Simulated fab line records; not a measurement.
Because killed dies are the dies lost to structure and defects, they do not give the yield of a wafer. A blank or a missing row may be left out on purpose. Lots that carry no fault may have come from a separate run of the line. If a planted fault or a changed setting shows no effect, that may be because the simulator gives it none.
fab line records + flow n5_finfet
[record]
- lots = 15
- wafers = 45
- last_day = 20
route steps=1938 shown GATE_CUT@501 MOL_CONTACT_COAG@523
lots untouched by any fault: they come from a run of this same line in which no faults occurred
start_h: hours from the record's opening day to when the first of the lot's shown wafers began + wait_h: how many hours have passed since the lot's step before this one + " repeats the value in the row above + L1.1+2: one row covering several wafers at once + - value missing, or start not given + * or withheld: withheld + < > ~ a bound
route shown NAME@n: a module of which the file shows steps, and the number in the route of the first + usual: the fault-free wafers' mean and standard deviation + same: alike in all rows + chamber/n: place in a boat + sites: readings site by site + _std_site: the standard deviation of these + _edge_site: inner sites' mean taken away from outer sites' mean + radius_mm: for every site, how far away it sits from the centre of the wafer + mask NAME#n: copy n + behind: the tool/chamber that last shaped the wafer + hold: why the lot went on hold/how many hours it stayed there/how the hold came to an end + device: whichever transistor did not switch (one of n, p or np) + end of line: tests of these same wafers at the route's end + for a step that has no rows: nothing shown but its recipe + killed: at the first sort, the dies lost to defects and structure; wafer yield is something else + map: per-die view of a wafer (x killed, . not killed, _ where there is no die)
set.NAME: the run value of the setting; set.NAME@STEP: its run value at that earlier step + model.NAME: the simulator's own value behind a step, which no gauge read
one table for each step of the route and one row for each wafer, over a sample of lots
services: a tool's chamber out of use, with start hour (start_h, from the record's first day; less than 0 if before it), hours out, and reason
[[steps]]
[step N5_GATE_CUT_CUT_ETCH_54]
[recipe]
- chemistry = Cl2/BCl3
- target = TiN
- mask_material = SiO2
- target_depth_a = 967
- pressure_mtorr = 10
- icp_w = 1000
- bias_w = 126
- Cl2_flow_sccm = 53.25
- bcl3_flow_sccm = 21.75
- Ar_flow_sccm = 25
- ends = cleared
[usual]
- drypump_motor_current_A = 6.0/0.44
- etch_rf_on_time_s = 36.4/0.54
- oes_product_au = 0.69/0.11
- throttle_valve_pct = 22.22/0.19
| lot.wafer | tool         | chamber | start_h | wait_h | drypump_motor_current_A | etch_rf_on_time_s | oes_product_au | rf_hours_counter_h | throttle_valve_pct |
|-----------|--------------|---------|---------|--------|-------------------------|-------------------|----------------|--------------------|--------------------|
| L822.2    | rie_metal-02 | 1       | 83.77   | 0.0    | 6.0                     | 35.6              | 0.80           | 12                 | 22.45              |
| L822.5    | "            | 0       | "       | "      | 5.6                     | 36.9              | 0.59           | -                  | 22.19              |
| L822.6    | "            | 1       | "       | "      | 6.0                     | 35.7              | 0.80           | -                  | 22.46              |
| L823.2    | rie_metal-02 | 1       | 93.73   | 0.0    | 6.0                     | 36.4              | 0.80           | 14                 | 22.46              |
| L823.3    | "            | 1       | "       | "      | 6.0                     | 36.6              | 0.79           | -                  | 22.46              |
| L823.4    | "            | 0       | "       | "      | 5.6                     | 37.3              | 0.58           | -                  | 22.22              |
| L824.1    | rie_metal-01 | 0       | 99.28   | 0.1    | 6.8                     | 36.6              | 0.53           | 138                | 22.42              |
| L824.2    | "            | 0       | "       | "      | 6.8                     | 36.8              | 0.53           | -                  | 22.42              |
| L824.4    | "            | 0       | "       | "      | 6.7                     | 36.4              | 0.53           | -                  | 22.41              |
| L825.1    | rie_metal-01 | 1       | 103.56  | 0.0    | 6.2                     | 36.5              | 0.73           | 29                 | 21.93              |
| L825.2    | "            | 0       | "       | "      | 6.7                     | 36.4              | 0.54           | 139                | 22.43              |
| L825.5    | "            | 0       | "       | "      | 6.8                     | 36.3              | 0.53           | -                  | 22.43              |
| L826.1    | rie_metal-02 | 0       | 105.73  | 0.0    | 5.6                     | 36.6              | 0.59           | 106                | 22.19              |
| L826.3    | "            | 1       | "       | "      | 6.0                     | 35.8              | 0.80           | -                  | 22.45              |
| L826.5    | "            | 1       | "       | "      | 6.0                     | 35.9              | 0.80           | -                  | 22.47              |
| L827.3    | rie_metal-02 | 0       | 116.32  | 0.0    | 5.6                     | 36.6              | 0.59           | -                  | 22.19              |
| L827.5    | "            | 1       | "       | "      | 6.0                     | 35.8              | 0.79           | -                  | 22.46              |
| L827.6    | "            | 0       | "       | "      | 5.7                     | 36.7              | 0.58           | -                  | 22.20              |
| L828.3    | rie_metal-03 | 1       | 119.32  | 0.0    | 5.1                     | 36.2              | 0.74           | -                  | 21.96              |
| L828.5    | "            | 0       | "       | "      | 5.9                     | 36.2              | 0.58           | -                  | 22.01              |
| L828.6    | "            | 1       | "       | "      | 5.1                     | 36.5              | 0.74           | -                  | 21.97              |
| L829.1    | rie_metal-02 | 1       | 127.60  | 0.0    | 6.0                     | 36.1              | 0.79           | 16                 | 22.45              |
| L829.3    | "            | 0       | "       | "      | 5.7                     | 37.4              | 0.58           | -                  | 22.20              |
| L829.6    | "            | 0       | "       | "      | 5.6                     | 37.2              | 0.58           | -                  | 22.20              |
| L837.2    | rie_metal-02 | 0       | 177.44  | 0.0    | 5.6                     | 37.3              | 0.57           | 113                | 22.22              |
| L837.4    | "            | 0       | "       | "      | 5.6                     | 37.1              | 0.57           | -                  | 22.22              |
| L837.5    | "            | 1       | "       | "      | 6.0                     | 36.3              | 0.77           | -                  | 22.47              |
| L838.1    | rie_metal-03 | 1       | 178.10  | 0.0    | 5.1                     | 36.3              | 0.73           | 37                 | 21.99              |
| L838.4    | "            | 0       | "       | "      | 5.9                     | 36.2              | 0.57           | -                  | 22.02              |
| L838.5    | "            | 1       | "       | "      | 5.1                     | 36.4              | 0.73           | -                  | 22.00              |
| L840.1    | rie_metal-01 | 1       | 214.90  | 0.0    | 6.1                     | 36.5              | 0.71           | 38                 | 21.94              |
| L840.2    | "            | 0       | "       | "      | 6.7                     | 35.6              | 0.86           | 3                  | 22.14              |
| L840.5    | "            | 1       | "       | "      | 6.1                     | 36.1              | 0.71           | -                  | 21.93              |
| L844.1    | rie_metal-02 | 0       | 251.31  | 0.0    | 5.6                     | 36.9              | 0.57           | 116                | 22.23              |
| L844.2    | "            | 1       | "       | "      | 6.0                     | 36.2              | 0.76           | 25                 | 22.48              |
| L844.3    | "            | 1       | "       | "      | 6.1                     | 36.3              | 0.75           | -                  | 22.48              |
| L843.1    | rie_metal-01 | 0       | 252.31  | 0.0    | 6.8                     | 35.4              | 0.85           | 4                  | 22.15              |
| L843.2    | "            | 1       | "       | "      | 6.2                     | 36.2              | 0.71           | 39                 | 21.95              |
| L843.4    | "            | 1       | "       | "      | 6.2                     | 36.3              | 0.70           | -                  | 21.93              |
| L842.1    | rie_metal-01 | 0       | 253.78  | 0.0    | 6.7                     | 35.9              | 0.84           | 4                  | 22.15              |
| L842.4    | "            | 1       | "       | "      | 6.2                     | 36.7              | 0.70           | -                  | 21.95              |
| L842.5    | "            | 1       | "       | "      | 6.2                     | 36.2              | 0.70           | -                  | 21.95              |
| L845.4    | rie_metal-01 | 0       | 254.93  | 0.0    | 6.7                     | 35.7              | 0.84           | -                  | 22.14              |
| L845.5    | "            | 1       | "       | "      | 6.1                     | 36.5              | 0.70           | -                  | 21.95              |
| L845.6    | "            | 0       | "       | "      | 6.7                     | 35.9              | 0.84           | -                  | 22.16              |
[step N5_GATE_CUT_ETCH_47]
[recipe]
- chemistry = Cl2/BCl3
- target = SiO2
- target_depth_a = 100
- pressure_mtorr = 10
- icp_w = 1000
- bias_w = 126
- Cl2_flow_sccm = 53.25
- bcl3_flow_sccm = 21.75
- Ar_flow_sccm = 25
[usual]
- drypump_motor_current_A = 6.0/0.44
- oes_product_au = 0.77/0.12
- throttle_valve_pct = 22.76/0.2
| lot.wafer | tool         | chamber | start_h | wait_h | drypump_motor_current_A | oes_product_au | rf_hours_counter_h | throttle_valve_pct |
|-----------|--------------|---------|---------|--------|-------------------------|----------------|--------------------|--------------------|
| L822.2    | rie_metal-02 | 1       | 83.86   | 0.0    | 6.0                     | 0.89           | 12                 | 23.00              |
| L822.5    | "            | 0       | "       | "      | 5.6                     | 0.66           | -                  | 22.71              |
| L822.6    | "            | 1       | "       | "      | 6.0                     | 0.90           | -                  | 23.00              |
| L823.2    | rie_metal-02 | 1       | 93.82   | 0.0    | 6.1                     | 0.89           | 14                 | 23.00              |
| L823.3    | "            | 1       | "       | "      | 6.0                     | 0.91           | -                  | 23.01              |
| L823.4    | "            | 0       | "       | "      | 5.6                     | 0.65           | -                  | 22.72              |
| L824.1    | rie_metal-01 | 0       | 99.46   | 0.1    | 6.8                     | 0.59           | 138                | 22.95              |
| L824.2    | "            | 0       | "       | "      | 6.8                     | 0.59           | -                  | 22.95              |
| L824.4    | "            | 0       | "       | "      | 6.8                     | 0.59           | -                  | 22.94              |
| L825.1    | rie_metal-01 | 1       | 103.65  | 0.0    | 6.2                     | 0.81           | 29                 | 22.46              |
| L825.2    | "            | 0       | "       | "      | 6.8                     | 0.58           | 139                | 22.95              |
| L825.5    | "            | 0       | "       | "      | 6.8                     | 0.59           | -                  | 22.95              |
| L826.1    | rie_metal-02 | 0       | 105.82  | 0.0    | 5.6                     | 0.65           | 107                | 22.71              |
| L826.3    | "            | 1       | "       | "      | 6.0                     | 0.89           | -                  | 23.00              |
| L826.5    | "            | 1       | "       | "      | 6.0                     | 0.88           | -                  | 23.01              |
| L827.3    | rie_metal-02 | 0       | 116.40  | 0.0    | 5.6                     | 0.65           | -                  | 22.71              |
| L827.5    | "            | 1       | "       | "      | 6.1                     | 0.88           | -                  | 23.00              |
| L827.6    | "            | 0       | "       | "      | 5.6                     | 0.64           | -                  | 22.73              |
| L828.3    | rie_metal-03 | 1       | 119.40  | 0.0    | 5.1                     | 0.82           | -                  | 22.53              |
| L828.5    | "            | 0       | "       | "      | 5.9                     | 0.63           | -                  | 22.55              |
| L828.6    | "            | 1       | "       | "      | 5.2                     | 0.81           | -                  | 22.54              |
| L829.1    | rie_metal-02 | 1       | 127.69  | 0.0    | 6.0                     | 0.87           | 17                 | 23.01              |
| L829.3    | "            | 0       | "       | "      | 5.6                     | 0.64           | -                  | 22.73              |
| L829.6    | "            | 0       | "       | "      | 5.6                     | 0.64           | -                  | 22.74              |
| L837.2    | rie_metal-02 | 0       | 177.53  | 0.0    | 5.6                     | 0.64           | 113                | 22.74              |
| L837.4    | "            | 0       | "       | "      | 5.6                     | 0.63           | -                  | 22.75              |
| L837.5    | "            | 1       | "       | "      | 6.1                     | 0.87           | -                  | 23.02              |
| L838.1    | rie_metal-03 | 1       | 178.19  | 0.0    | 5.1                     | 0.80           | 37                 | 22.53              |
| L838.4    | "            | 0       | "       | "      | 5.9                     | 0.63           | -                  | 22.55              |
| L838.5    | "            | 1       | "       | "      | 5.1                     | 0.80           | -                  | 22.53              |
| L840.1    | rie_metal-01 | 1       | 214.99  | 0.0    | 6.2                     | 0.80           | 38                 | 22.47              |
| L840.2    | "            | 0       | "       | "      | 6.8                     | 0.96           | 3                  | 22.70              |
| L840.5    | "            | 1       | "       | "      | 6.1                     | 0.79           | -                  | 22.48              |
| L844.1    | rie_metal-02 | 0       | 251.40  | 0.0    | 5.7                     | 0.63           | 116                | 22.74              |
| L844.2    | "            | 1       | "       | "      | 6.0                     | 0.84           | 25                 | 23.04              |
| L844.3    | "            | 1       | "       | "      | 6.0                     | 0.85           | -                  | 23.03              |
| L843.1    | rie_metal-01 | 0       | 252.40  | 0.0    | 6.8                     | 0.94           | 4                  | 22.71              |
| L843.2    | "            | 1       | "       | "      | 6.2                     | 0.78           | 39                 | 22.49              |
| L843.4    | "            | 1       | "       | "      | 6.2                     | 0.78           | -                  | 22.48              |
| L842.1    | rie_metal-01 | 0       | 253.87  | 0.0    | 6.8                     | 0.93           | 4                  | 22.70              |
| L842.4    | "            | 1       | "       | "      | 6.1                     | 0.78           | -                  | 22.50              |
| L842.5    | "            | 1       | "       | "      | 6.1                     | 0.78           | -                  | 22.48              |
| L845.4    | rie_metal-01 | 0       | 255.01  | 0.0    | 6.8                     | 0.94           | -                  | 22.71              |
| L845.5    | "            | 1       | "       | "      | 6.2                     | 0.78           | -                  | 22.50              |
| L845.6    | "            | 0       | "       | "      | 6.8                     | 0.93           | -                  | 22.71              |
[step N5_GATE_CUT_ALD_22]
[recipe]
- material = SiNx
- target_thk_a = 160
- temp_c = 400
- ald_precursor_family = SiH2I2
- ald_co_reactant = N2/H2-plasma
- pulse_time_s = 1
- ald_cycles = 320
- purge_time_s = 2
- co_reactant_purge_time_s = 2
- pressure_torr = 2
[usual]
- chamber_pressure_Torr = 2.000/0.0042
- heater_power_w = 843/100
- precursor_pulse_height_rel = 1.002/0.02
| lot.wafer | tool       | chamber | start_h | wait_h | chamber_pressure_Torr | heater_power_w | precursor_pulse_height_rel |
|-----------|------------|---------|---------|--------|-----------------------|----------------|----------------------------|
| L822.2    | ald_sin-03 | 3       | 84.22   | 0.1    | 1.999                 | 714            | 0.982                      |
| L822.5    | "          | 3       | "       | "      | 1.999                 | 699            | 1.015                      |
| L822.6    | "          | 0       | "       | "      | 2.000                 | 815            | 0.990                      |
| L823.2    | ald_sin-04 | 2       | 94.12   | 0.0    | 1.999                 | 976            | 0.977                      |
| L823.3    | "          | 3       | "       | "      | 1.999                 | 962            | 1.002                      |
| L823.4    | "          | 0       | "       | "      | 1.995                 | 720            | 1.008                      |
| L824.1    | ald_sin-02 | 0       | 100.77  | 0.9    | 2.004                 | 796            | 1.014                      |
| L824.2    | "          | 1       | "       | "      | 2.005                 | 849            | 0.998                      |
| L824.4    | "          | 3       | "       | "      | 1.997                 | 809            | 0.994                      |
| L825.1    | ald_sin-04 | 2       | 104.33  | 0.4    | 1.995                 | 981            | 1.022                      |
| L825.2    | "          | 3       | "       | "      | 2.001                 | 993            | 0.989                      |
| L825.5    | "          | 2       | "       | "      | 2.000                 | 959            | 0.975                      |
| L826.1    | ald_sin-03 | 3       | 106.11  | 0.0    | 2.007                 | 712            | 1.002                      |
| L826.3    | "          | 0       | "       | "      | 2.004                 | 796            | 1.000                      |
| L826.5    | "          | 1       | "       | "      | 1.998                 | 841            | 0.996                      |
| L827.3    | ald_sin-04 | 2       | 117.40  | 0.7    | 1.996                 | 987            | 1.007                      |
| L827.5    | "          | 2       | "       | "      | 1.999                 | 938            | 0.999                      |
| L827.6    | "          | 1       | "       | "      | 2.007                 | 873            | 0.970                      |
| L828.3    | ald_sin-02 | 0       | 119.69  | 0.0    | 1.999                 | 791            | 0.960                      |
| L828.5    | "          | 1       | "       | "      | 2.000                 | 849            | 0.997                      |
| L828.6    | "          | 0       | "       | "      | 2.001                 | 791            | 1.017                      |
| L829.1    | ald_sin-03 | 2       | 127.99  | 0.0    | 2.002                 | 1060           | 0.994                      |
| L829.3    | "          | 0       | "       | "      | 1.996                 | 831            | 0.983                      |
| L829.6    | "          | 3       | "       | "      | 2.001                 | 703            | 1.017                      |
| L837.2    | ald_sin-03 | 0       | 177.83  | 0.0    | 2.005                 | 816            | 0.988                      |
| L837.4    | "          | 3       | "       | "      | 1.996                 | 702            | 0.993                      |
| L837.5    | "          | 0       | "       | "      | 2.007                 | 802            | 1.050                      |
| L838.1    | ald_sin-03 | 2       | 179.29  | 0.8    | 2.006                 | 1080           | 1.033                      |
| L838.4    | "          | 0       | "       | "      | 1.990                 | 813            | 0.992                      |
| L838.5    | "          | 0       | "       | "      | 1.997                 | 816            | 1.003                      |
| L840.1    | ald_sin-03 | 2       | 215.63  | 0.4    | 2.007                 | 1060           | 0.998                      |
| L840.2    | "          | 3       | "       | "      | 1.997                 | 713            | 0.992                      |
| L840.5    | "          | 3       | "       | "      | 1.999                 | 726            | 1.000                      |
| L844.1    | ald_sin-02 | 0       | 253.52  | 1.8    | 1.998                 | 767            | 0.965                      |
| L844.2    | "          | 3       | "       | "      | 2.005                 | 822            | 0.991                      |
| L844.3    | "          | 1       | "       | "      | 1.988                 | 861            | 0.977                      |
| L843.1    | ald_sin-03 | 1       | 253.67  | 1.0    | 2.003                 | 842            | 0.989                      |
| L843.2    | "          | 2       | "       | "      | 2.008                 | 1099           | 1.029                      |
| L843.4    | "          | 0       | "       | "      | 2.006                 | 803            | 0.988                      |
| L842.1    | ald_sin-02 | 0       | 255.14  | 1.0    | 2.003                 | 780            | 0.995                      |
| L842.4    | "          | 3       | "       | "      | 1.990                 | 823            | 0.962                      |
| L842.5    | "          | 1       | "       | "      | 2.010                 | 834            | 0.989                      |
| L845.4    | ald_sin-04 | 1       | 255.81  | 0.5    | 1.995                 | 873            | 0.990                      |
| L845.5    | "          | 2       | "       | "      | 1.996                 | 961            | 1.004                      |
| L845.6    | "          | 1       | "       | "      | 1.996                 | 873            | 1.005                      |
[step N5_MOL_CONTACT_COAG_EXPOSE_05]
[recipe]
- mask_id = CA
- na = 0.33
- source_shape = annular
- sigma_inner = 0.4
- sigma_outer = 0.8
- polarization = unpolarized
- defocus_nm = 0
- dose_mj = 38.25
[usual]
- exposure_dose_mJ_cm2 = 38.21/0.046
- focus_offset_nm = 0.0/0.54
- reticle_temp_C = 22.99/0.11
| lot.wafer | tool           | chamber | start_h | wait_h | mask | exposure_dose_mJ_cm2 | focus_offset_nm | reticle_temp_C |
|-----------|----------------|---------|---------|--------|------|----------------------|-----------------|----------------|
| L822.2    | euv_scanner-01 | 0       | 87.05   | -      | CA#0 | 38.18                | 0.8             | 23.08          |
| L822.5    | "              | 0       | "       | "      | CA#0 | 38.21                | 0.3             | 23.06          |
| L822.6    | "              | 0       | "       | "      | CA#0 | 38.26                | 0.3             | 22.89          |
| L823.2    | euv_scanner-01 | 0       | 101.51  | -      | CA#0 | 38.22                | 0.0             | 22.97          |
| L823.3    | "              | 0       | "       | "      | CA#0 | 38.27                | -0.1            | 23.06          |
| L823.4    | "              | 0       | "       | "      | CA#0 | 38.22                | -0.5            | 23.08          |
| L824.1    | euv_scanner-01 | 0       | 103.76  | -      | CA#0 | 38.24                | -0.3            | 22.92          |
| L824.2    | "              | 0       | "       | "      | CA#0 | 38.27                | 0.1             | 22.85          |
| L824.4    | "              | 0       | "       | "      | CA#0 | 38.16                | 0.2             | 22.89          |
| L825.1    | euv_scanner-02 | 0       | 107.15  | -      | CA#0 | 38.26                | 0.7             | 22.88          |
| L825.2    | "              | 0       | "       | "      | CA#0 | 38.29                | -0.5            | 23.02          |
| L825.5    | "              | 0       | "       | "      | CA#0 | 38.25                | 0.3             | 22.92          |
| L826.1    | euv_scanner-01 | 0       | 108.93  | -      | CA#0 | 38.24                | 0.2             | 23.03          |
| L826.3    | "              | 0       | "       | "      | CA#0 | 38.25                | 0.4             | 22.96          |
| L826.5    | "              | 0       | "       | "      | CA#0 | 38.17                | 0.4             | 23.01          |
| L827.3    | euv_scanner-01 | -       | 120.11  | -      | CA#0 | -                    | -               | -              |
| L827.5    | "              | -       | "       | "      | CA#0 | -                    | -               | -              |
| L827.6    | "              | -       | "       | "      | CA#0 | -                    | -               | -              |
| L828.3    | euv_scanner-01 | -       | 122.40  | -      | CA#0 | -                    | -               | -              |
| L828.5    | "              | -       | "       | "      | CA#0 | -                    | -               | -              |
| L828.6    | "              | -       | "       | "      | CA#0 | -                    | -               | -              |
| L829.1    | euv_scanner-01 | -       | 130.68  | -      | CA#0 | -                    | -               | -              |
| L829.3    | "              | -       | "       | "      | CA#0 | -                    | -               | -              |
| L829.6    | "              | -       | "       | "      | CA#0 | -                    | -               | -              |
| L837.2    | euv_scanner-02 | 0       | 211.28  | -      | CA#0 | 38.21                | -0.4            | 23.02          |
| L837.4    | "              | 0       | "       | "      | CA#0 | 38.17                | -0.8            | 22.93          |
| L837.5    | "              | 0       | "       | "      | CA#0 | 38.17                | -0.7            | 23.09          |
| L838.1    | euv_scanner-02 | 0       | 211.32  | -      | CA#0 | 38.17                | -0.1            | 23.05          |
| L838.4    | "              | 0       | "       | "      | CA#0 | 38.15                | 0.2             | 22.99          |
| L838.5    | "              | 0       | "       | "      | CA#0 | 38.15                | -0.6            | 23.06          |
| L840.1    | euv_scanner-02 | 0       | 218.33  | -      | CA#0 | 38.12                | -0.3            | 22.98          |
| L840.2    | "              | 0       | "       | "      | CA#0 | 38.16                | -0.1            | 22.99          |
| L840.5    | "              | 0       | "       | "      | CA#0 | 38.17                | -0.2            | 23.13          |
| L844.1    | euv_scanner-01 | 0       | 256.33  | -      | CA#0 | 38.28                | -0.1            | 22.91          |
| L844.2    | "              | 0       | "       | "      | CA#0 | 38.22                | -0.5            | 23.00          |
| L844.3    | "              | 0       | "       | "      | CA#0 | 38.27                | -0.4            | 23.00          |
| L843.1    | euv_scanner-02 | 0       | 256.50  | -      | CA#0 | 38.15                | 0.5             | 22.90          |
| L843.2    | "              | 0       | "       | "      | CA#0 | 38.15                | -0.8            | 23.02          |
| L843.4    | "              | 0       | "       | "      | CA#0 | 38.10                | -0.4            | 22.80          |
| L842.1    | euv_scanner-01 | 0       | 257.96  | -      | CA#0 | 38.24                | -0.5            | 23.00          |
| L842.4    | "              | 0       | "       | "      | CA#0 | 38.25                | -0.4            | 22.86          |
| L842.5    | "              | 0       | "       | "      | CA#0 | 38.20                | -0.4            | 22.87          |
| L845.4    | euv_scanner-01 | 0       | 258.52  | -      | CA#0 | 38.24                | 0.1             | 23.07          |
| L845.5    | "              | 0       | "       | "      | CA#0 | 38.18                | 0.8             | 23.02          |
| L845.6    | "              | 0       | "       | "      | CA#0 | 38.20                | 0.6             | 23.11          |
[[services]]
| tool           | chamber | start_h | hours | kind   |
|----------------|---------|---------|-------|--------|
| ald_sin-04     | -       | 64.17   | 2.8   | pm     |
| rie_metal-01   | 1       | 87.09   | 16.1  | repair |
| euv_scanner-02 | -       | 89.94   | 5.8   | pm     |
| euv_scanner-01 | -       | 96.76   | 4.6   | pm     |
| euv_scanner-01 | -       | 103.43  | 0.3   | repair |
| euv_scanner-01 | -       | 109.54  | 1.0   | pm     |
| ald_sin-02     | 3       | 111.52  | 6.2   | repair |
| ald_sin-04     | 0       | 123.95  | 17.5  | repair |
| euv_scanner-01 | -       | 134.50  | 91.5  | repair |
| ald_sin-04     | -       | 136.29  | 55.4  | repair |
| euv_scanner-02 | -       | 146.75  | 18.1  | repair |
| ald_sin-02     | -       | 165.33  | 2.0   | repair |
| ald_sin-02     | -       | 176.75  | 14.0  | pm     |
| euv_scanner-02 | -       | 178.16  | 28.1  | repair |
| ald_sin-03     | 2       | 192.27  | 10.3  | repair |
| ald_sin-03     | 0       | 200.89  | 22.9  | repair |
| euv_scanner-02 | -       | 206.29  | 4.6   | pm     |
| euv_scanner-02 | -       | 219.95  | 1.0   | pm     |
| ald_sin-03     | 2       | 222.71  | 13.7  | repair |
| euv_scanner-01 | -       | 226.04  | 1.0   | pm     |
| euv_scanner-01 | -       | 227.05  | 1.0   | pm     |
| euv_scanner-02 | -       | 227.47  | 2.0   | repair |
| ald_sin-03     | -       | 238.71  | 0.5   | repair |
| rie_metal-02   | -       | 254.09  | 14.6  | pm     |
[[key]]
[first_sign]
- step = N5_MOL_CONTACT_COAG_EXPOSE_05
- reading = tool_record
- direction = missing
effect none on later readings
met_at N5_MOL_CONTACT_COAG_EXPOSE_05
struck_lots L827,L828,L829
later_rows_left_out L827.3,L827.5,L827.6,L828.3,L828.5,L828.6,L829.1,L829.3,L829.6
sort_left_out L827.3,L827.5,L827.6,L828.3,L828.5,L828.6,L829.1,L829.3,L829.6
not_acting_at N5_GATE_CUT_CUT_ETCH_54,N5_GATE_CUT_ETCH_47,N5_GATE_CUT_ALD_22
onset_between 108.93 120.11
[fault]
- kind = skipped_step_whole
- tool = euv_scanner-01
- chamber = -
- onset_h = 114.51
- steps = N5_MOL_CONTACT_COAG_EXPOSE_05
- scope = struck_lots_only
// sort_left_out: the simulated sort isn't trusted on such a fault, so these wafers' sort isn't shown, and their yield isn't known
// later_rows_left_out: the simulator's readings of these wafers behind a module that went badly wrong aren't trusted and aren't shown, but for the sort
